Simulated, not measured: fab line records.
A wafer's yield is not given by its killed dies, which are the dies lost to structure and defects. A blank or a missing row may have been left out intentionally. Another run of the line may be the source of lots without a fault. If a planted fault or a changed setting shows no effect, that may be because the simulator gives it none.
fab line records	flow nand_harc
[record] lots = 11	wafers = 33	last_day = 32
route steps=1302 shown A_STAIRCASE@707
lots untouched by any fault: they come from a run of this same line in which no faults occurred
start_h: the number of hours between the record's first day and the start of the first shown wafer of the lot	wait_h: hours since the lot's step before	" the same as in the row above	L1.1+2: a single row standing in for several wafers	- either no value or no given start	* or withheld: withheld	< > ~ a bound
route shown NAME@n: NAME is a module with steps in the file, n the number in the route of the first one	usual: mean/standard deviation of fault-free wafers	same: alike in all rows	chamber/n: place in a boat	sites: readings site by site	_std_site: standard deviation across them	_edge_site: inner sites' mean taken away from outer sites' mean	radius_mm: for every site, how far away it sits from the centre of the wafer	mask NAME#n: copy n	behind: the tool/chamber that last shaped the wafer	hold: cause of the lot's hold/its duration in hours/its outcome	device: transistor that didn't switch, given as n, p or np	end of line: the tests these same wafers got at the end of their route	for a step that has no rows: nothing shown but its recipe	killed: not the wafer's yield, but the dies lost to structure and defects at the first sort	map: a wafer's dies, x killed, . not, _ none there
set.NAME: the setting that was run; set.NAME@STEP: the one run at that earlier step	model.NAME: the simulator's own value behind a step, which no gauge read
one table for each step of the route and one row for each wafer, over a sample of lots
services: from which hour (start_h, from the record's first day; less than 0 if before it) a tool's chamber was out of use, for how many hours, and why
[[steps]]
[step NHARC_A_STAIRCASE_TRIM_193]
[recipe] time_s = 211.2	o2_flow_sccm = 500	ar_flow_sccm = 0	bias_w = 0	chemistry = O2
[usual] drypump_motor_current_A = 5.7/0.46	o2_flow_sccm = 500.1/1.6	oes_product_au = 0.996/0.01	rf_vpp_V = 57.8/0.83	showerhead_plenum_p_Torr = 3.55/0.11	throttle_valve_pct = 17.036/0.0086
[same] time_s = 211.2
lot.wafer	tool	chamber	start_h	wait_h	drypump_motor_current_A	o2_flow_sccm	oes_product_au	rf_hours_counter_h	rf_vpp_V	showerhead_plenum_p_Torr	throttle_valve_pct
L229.3	rie_diel-07	0	-	-	6.2	500.3	0.992	19	57.9	3.73	17.037
L229.1	"	2	"	"	5.2	497.8	1.000	23	57.4	3.66	17.047
L229.4	"	3	"	"	5.3	500.5	0.992	21	58.7	3.48	17.037
L231.1	rie_diel-08	1	-	-	5.7	500.1	1.021	4	58.5	3.59	17.042
L231.4	"	1	"	"	5.8	502.0	1.008	-	57.0	3.59	17.040
L231.5	"	1	"	"	5.7	499.1	1.011	-	56.9	3.59	17.033
L233.1	rie_diel-07	1	-	-	5.0	500.8	0.998	31	57.3	3.61	17.035
L233.5	"	1	"	"	5.1	500.8	0.994	-	58.2	3.61	17.021
L233.6	"	2	"	"	5.3	502.2	0.999	-	57.4	3.65	17.033
L238.3	rie_diel-07	1	-	-	5.0	500.2	0.999	44	57.2	3.61	17.039
L238.6	"	3	"	"	5.3	498.7	0.983	-	57.5	3.47	17.050
L238.5	"	0	"	"	6.2	500.2	0.985	-	57.4	3.72	17.035
L240.4	rie_diel-06	3	-	-	5.9	500.0	0.999	63	57.8	3.48	17.027
L240.3	"	0	"	"	5.5	499.7	1.008	63	57.0	3.70	17.034
L240.5	"	0	"	"	5.5	500.2	1.000	-	57.4	3.71	17.037
L244.3	rie_diel-06	0	-	-	5.5	498.6	0.989	8	60.0	3.70	17.043
L244.2	"	1	"	"	5.7	502.8	1.007	10	57.3	3.47	17.024
L244.4	"	2	"	"	6.6	496.1	0.990	11	59.5	3.43	17.031
L245.1	rie_diel-07	0	-	-	6.1	500.0	0.997	19	57.6	3.71	17.029
L245.3	"	2	"	"	5.2	498.6	1.008	18	57.0	3.63	17.039
L245.6	"	0	"	"	6.2	500.4	0.994	-	59.7	3.71	17.038
L246.4	rie_diel-06	2	-	-	6.6	502.8	0.991	19	57.4	3.43	17.035
L246.6	"	0	"	"	5.5	500.3	0.982	-	57.8	3.70	17.044
L246.5	"	1	"	"	5.7	500.7	1.003	-	57.7	3.47	17.037
L248.4	rie_diel-07	0	-	-	6.2	500.1	0.992	25	59.1	3.70	17.037
L248.1	"	2	"	"	5.2	501.7	0.995	23	59.1	3.63	17.019
L248.3	"	3	"	"	5.3	500.1	0.988	23	58.1	3.45	17.038
L247.2	rie_diel-06	3	-	-	5.9	499.3	1.002	21	57.8	3.47	17.030
L247.4	"	0	"	"	5.5	499.4	0.985	20	57.3	3.69	17.026
L247.1	"	1	"	"	5.7	500.8	1.007	23	57.8	3.46	17.030
L249.3	rie_diel-07	2	-	-	5.2	499.6	1.001	30	57.5	3.62	17.034
L249.1	"	3	"	"	5.3	498.5	1.001	28	57.3	3.45	17.035
L249.5	"	2	"	"	5.3	500.8	0.999	-	58.7	3.62	17.031
[step NHARC_A_STAIRCASE_TRIM_196]
[recipe] time_s = 211.2	o2_flow_sccm = 500	ar_flow_sccm = 0	bias_w = 0	chemistry = O2
[usual] drypump_motor_current_A = 5.6/0.45	o2_flow_sccm = 500.0/1.5	oes_product_au = 0.995/0.011	rf_vpp_V = 57.8/0.93	showerhead_plenum_p_Torr = 3.55/0.11	throttle_valve_pct = 17.038/0.0093
[same] time_s = 211.2
lot.wafer	tool	chamber	start_h	wait_h	drypump_motor_current_A	o2_flow_sccm	oes_product_au	rf_hours_counter_h	rf_vpp_V	showerhead_plenum_p_Torr	throttle_valve_pct
L229.4	rie_diel-07	3	377.66	0.1	5.3	499.3	0.988	21	57.1	3.48	17.037
L229.1	"	1	"	"	5.0	501.9	1.002	21	57.6	3.62	17.046
L229.3	"	2	"	"	5.3	500.6	1.009	23	57.8	3.66	17.033
L231.4	rie_diel-06	3	396.32	0.1	5.9	501.7	0.990	30	57.5	3.50	17.028
L231.1	"	0	"	"	5.5	502.8	1.001	30	58.0	3.72	17.041
L231.5	"	1	"	"	5.7	500.1	1.022	-	56.6	3.50	17.026
L233.1	rie_diel-07	1	407.90	0.1	5.0	499.7	1.001	32	57.5	3.61	17.032
L233.6	"	3	"	"	5.3	498.3	0.982	-	56.9	3.48	17.038
L233.5	"	0	"	"	6.2	497.1	0.989	-	57.9	3.73	17.041
L238.3	rie_diel-07	2	461.13	0.1	5.3	495.6	1.000	49	57.4	3.64	17.041
L238.5	"	2	"	"	5.2	498.9	0.996	-	58.3	3.64	17.036
L238.6	"	3	"	"	5.3	502.2	0.985	-	59.0	3.47	17.034
L240.4	rie_diel-07	1	480.44	0.1	5.0	498.2	0.990	0	57.3	3.60	17.041
L240.3	"	3	"	"	5.3	499.2	1.000	0	55.8	3.47	17.043
L240.5	"	2	"	"	5.2	500.7	0.992	-	57.0	3.64	17.031
L244.3	rie_diel-06	1	524.87	0.1	5.7	499.9	1.012	10	58.4	3.47	17.031
L244.4	"	3	"	"	5.9	502.2	0.999	10	59.1	3.47	17.039
L244.2	"	0	"	"	5.5	501.3	0.993	9	57.6	3.70	17.048
L245.1	rie_diel-07	0	539.91	0.1	6.2	502.7	0.983	19	58.4	3.71	17.026
L245.3	"	1	"	"	5.0	497.7	1.003	20	57.4	3.59	17.045
L245.6	"	0	"	"	6.1	500.5	0.982	-	59.0	3.71	17.035
L246.4	rie_diel-07	1	540.41	0.1	5.1	498.8	0.990	20	58.0	3.59	17.029
L246.5	"	3	"	"	5.3	501.2	0.997	-	58.5	3.46	17.035
L246.6	"	0	"	"	6.2	499.5	0.990	-	57.8	3.71	17.050
L248.1	rie_diel-07	0	564.47	0.1	6.2	501.1	1.000	26	57.8	3.70	17.034
L248.3	"	1	"	"	5.0	501.9	0.993	26	56.5	3.59	17.031
L248.4	"	2	"	"	5.3	499.1	1.001	23	57.0	3.63	17.055
L247.2	rie_diel-06	2	564.78	0.1	6.6	498.0	0.989	24	57.8	3.42	17.039
L247.1	"	3	"	"	5.9	499.7	0.999	21	58.9	3.47	17.033
L247.4	"	0	"	"	5.5	499.8	0.986	20	58.1	3.69	17.047
L249.3	rie_diel-07	0	576.54	0.1	6.2	498.3	0.988	30	58.5	3.70	17.035
L249.1	"	2	"	"	5.3	502.1	0.997	30	58.7	3.62	17.016
L249.5	"	3	"	"	5.3	498.6	0.996	-	58.6	3.45	17.032
[step NHARC_A_STAIRCASE_TRIM_198]
[recipe] time_s = 211.2	o2_flow_sccm = 500	ar_flow_sccm = 0	bias_w = 0	chemistry = O2
[usual] drypump_motor_current_A = 5.6/0.43	o2_flow_sccm = 500.0/1.4	oes_product_au = 0.996/0.011	rf_vpp_V = 57.9/0.83	showerhead_plenum_p_Torr = 3.56/0.11	throttle_valve_pct = 17.036/0.0094
[same] time_s = 211.2
lot.wafer	tool	chamber	start_h	wait_h	drypump_motor_current_A	o2_flow_sccm	oes_product_au	rf_hours_counter_h	rf_vpp_V	showerhead_plenum_p_Torr	throttle_valve_pct
L229.4	rie_diel-07	1	-	-	5.1	500.0	0.998	21	58.1	3.62	17.024
L229.3	"	2	"	"	5.2	501.0	1.005	23	57.6	3.66	17.046
L229.1	"	3	"	"	5.3	501.8	0.984	22	58.4	3.48	17.031
L231.1	rie_diel-06	3	-	-	5.9	498.6	0.993	30	56.8	3.50	17.038
L231.4	"	0	"	"	5.5	499.3	0.997	30	58.0	3.72	17.042
L231.5	"	2	"	"	6.8	500.8	0.980	-	58.1	3.45	17.034
L233.1	rie_diel-07	0	-	-	6.1	499.2	0.984	29	57.8	3.73	17.031
L233.6	"	3	"	"	5.3	499.4	0.994	-	57.7	3.48	17.042
L233.5	"	0	"	"	6.2	497.9	0.976	-	58.0	3.73	17.036
L238.3	rie_diel-07	1	-	-	5.0	498.0	0.999	44	57.1	3.61	17.040
L238.6	"	1	"	"	5.0	498.3	0.990	-	58.2	3.61	17.044
L238.5	"	2	"	"	5.3	499.3	0.992	-	58.2	3.64	17.023
L240.3	rie_diel-07	1	-	-	5.0	498.9	0.989	0	58.6	3.60	17.030
L240.4	"	0	"	"	6.2	500.9	0.982	0	58.4	3.72	17.027
L240.5	"	1	"	"	5.0	500.3	0.986	-	56.9	3.60	17.058
L244.3	rie_diel-06	0	-	-	5.5	499.8	0.981	9	58.4	3.70	17.035
L244.2	"	1	"	"	5.7	502.0	0.994	10	58.9	3.47	17.037
L244.4	"	2	"	"	6.6	501.4	0.993	11	58.9	3.43	17.032
L245.3	rie_diel-07	1	-	-	5.0	499.3	0.994	20	58.5	3.59	17.051
L245.1	"	3	"	"	5.3	502.6	0.996	18	57.7	3.46	17.035
L245.6	"	1	"	"	5.0	500.1	0.996	-	57.4	3.59	17.032
L246.4	rie_diel-07	0	-	-	6.2	502.1	0.997	20	57.6	3.71	17.046
L246.6	"	0	"	"	6.2	500.6	0.984	-	59.2	3.71	17.034
L246.5	"	1	"	"	5.1	501.2	0.994	-	57.5	3.59	17.028
L248.3	rie_diel-07	0	-	-	6.2	498.2	0.996	26	58.7	3.70	17.018
L248.4	"	2	"	"	5.3	498.8	0.999	23	58.1	3.63	17.037
L248.1	"	3	"	"	5.3	499.7	1.003	23	58.2	3.45	17.041
L247.1	rie_diel-06	2	-	-	6.6	498.1	0.993	25	57.6	3.42	17.023
L247.2	"	3	"	"	5.9	500.4	0.995	21	58.9	3.47	17.046
L247.4	"	0	"	"	5.5	499.2	0.994	20	57.6	3.69	17.030
L249.3	rie_diel-07	2	-	-	5.2	501.4	1.003	30	58.5	3.62	17.041
L249.1	"	1	"	"	5.0	500.9	0.995	32	58.6	3.59	17.047
L249.5	"	3	"	"	5.3	499.9	1.000	-	57.9	3.45	17.050
[step NHARC_A_STAIRCASE_ETCH_203]
[recipe] target_depth_a = 1000	time_s = 40.5	ion_energy_ev = 400	c4f8_flow_sccm = 20	o2_flow_sccm = 10	ar_flow_sccm = withheld	rf_w = 600	bias_w = 1000	chemistry = C4F8/O2
[usual] oes_product_au = 0.944/0.015	rf_vpp_V = 897/3.9	run_length_s = 62.0/0.49
lot.wafer	tool	chamber	start_h	wait_h	oes_product_au	rf_hours_counter_h	rf_vpp_V	run_length_s
L229.1	rie_diel-07	3	378.74	-	0.924	22	895	61.6
L229.3	"	0	"	"	0.923	20	904	62.2
L229.4	"	1	"	"	0.948	21	900	62.0
L231.4	rie_diel-06	0	400.29	-	0.934	33	903	61.7
L231.1	"	1	"	"	0.946	31	894	61.7
L231.5	"	3	"	"	0.939	-	896	61.3
L233.1	rie_diel-07	3	408.75	-	0.936	33	894	62.1
L233.5	"	1	"	"	0.952	-	900	62.3
L233.6	"	2	"	"	0.940	-	901	62.5
L238.3	rie_diel-07	1	462.08	-	0.931	44	899	55.6
L238.6	"	3	"	"	0.954	-	894	55.1
L238.5	"	0	"	"	0.930	-	901	56.0
L240.4	rie_diel-07	0	481.33	-	0.929	0	904	56.6
L240.3	"	2	"	"	0.938	0	900	56.0
L240.5	"	3	"	"	0.947	-	893	55.7
L244.4	rie_diel-06	2	525.76	-	0.935	11	892	62.0
L244.3	"	3	"	"	0.934	10	895	61.2
L244.2	"	0	"	"	0.928	9	902	61.4
L245.1	rie_diel-07	3	540.94	-	0.935	18	893	61.9
L245.3	"	0	"	"	0.926	20	901	62.3
L245.6	"	1	"	"	0.927	-	897	62.1
L246.4	rie_diel-07	0	541.36	-	0.931	20	903	62.5
L246.6	"	1	"	"	0.939	-	898	62.5
L246.5	"	2	"	"	0.953	-	900	62.8
L248.4	rie_diel-07	0	565.34	-	0.945	26	902	62.3
L248.1	"	1	"	"	0.921	26	897	62.1
L248.3	"	2	"	"	0.944	24	899	62.4
L247.2	rie_diel-06	3	565.65	-	0.941	21	891	61.8
L247.1	"	1	"	"	0.946	24	893	61.6
L247.4	"	2	"	"	0.921	25	892	61.9
L249.1	rie_diel-07	1	577.41	-	0.950	32	898	61.9
L249.3	"	0	"	"	0.931	30	901	62.4
L249.5	"	1	"	"	0.956	-	898	62.5
[[services]]
tool	chamber	start_h	hours	kind
rie_diel-06	2	355.50	4.1	repair
rie_diel-08	-	371.10	9.0	pm
rie_diel-07	0	376.86	-	clean
rie_diel-07	1	376.86	-	clean
rie_diel-07	2	376.86	-	clean
rie_diel-07	3	376.86	-	clean
rie_diel-08	2	393.50	11.2	repair
rie_diel-08	0	393.82	3.0	repair
rie_diel-07	0	401.36	-	clean
rie_diel-07	1	401.36	-	clean
rie_diel-07	2	401.36	-	clean
rie_diel-07	3	401.36	-	clean
rie_diel-08	1	416.73	3.3	repair
rie_diel-07	0	425.86	-	clean
rie_diel-07	1	425.86	-	clean
rie_diel-07	2	425.86	-	clean
rie_diel-07	1	442.29	7.0	repair
rie_diel-07	-	471.29	9.0	pm
rie_diel-06	-	484.74	9.0	pm
rie_diel-08	1	507.94	34.1	repair
rie_diel-08	-	510.07	0.4	repair
rie_diel-08	-	548.92	9.0	pm
rie_diel-06	-	552.38	2.1	repair
rie_diel-06	3	573.18	5.0	repair
[[key]]
[first_sign] step = NHARC_A_STAIRCASE_ETCH_203	reading = run_length_s	direction = down	sigmas = 13	usual = *	struck = *
effect none on later readings
met_at NHARC_A_STAIRCASE_ETCH_203
struck_lots L238,L240
tester_left_out L238,L240
not_acting_at NHARC_A_STAIRCASE_TRIM_193,NHARC_A_STAIRCASE_TRIM_196,NHARC_A_STAIRCASE_TRIM_198
onset_between 408.75 462.08
[fault] kind = process_parameter_drift	tool = rie_diel-07	chamber = -	onset_h = 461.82	steps = NHARC_A_STAIRCASE_ETCH_203	channel = time_s	offset = *	shape = step	end_h = 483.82	acts_in = *	stated = *
// tester_left_out: of these lots the tester's yield and bins aren't shown, on N5 and GAA mostly nor the transistor test; their killed dies are dies lost to structure and defects alone, not to doping, threshold or leakage, so they don't give the yield
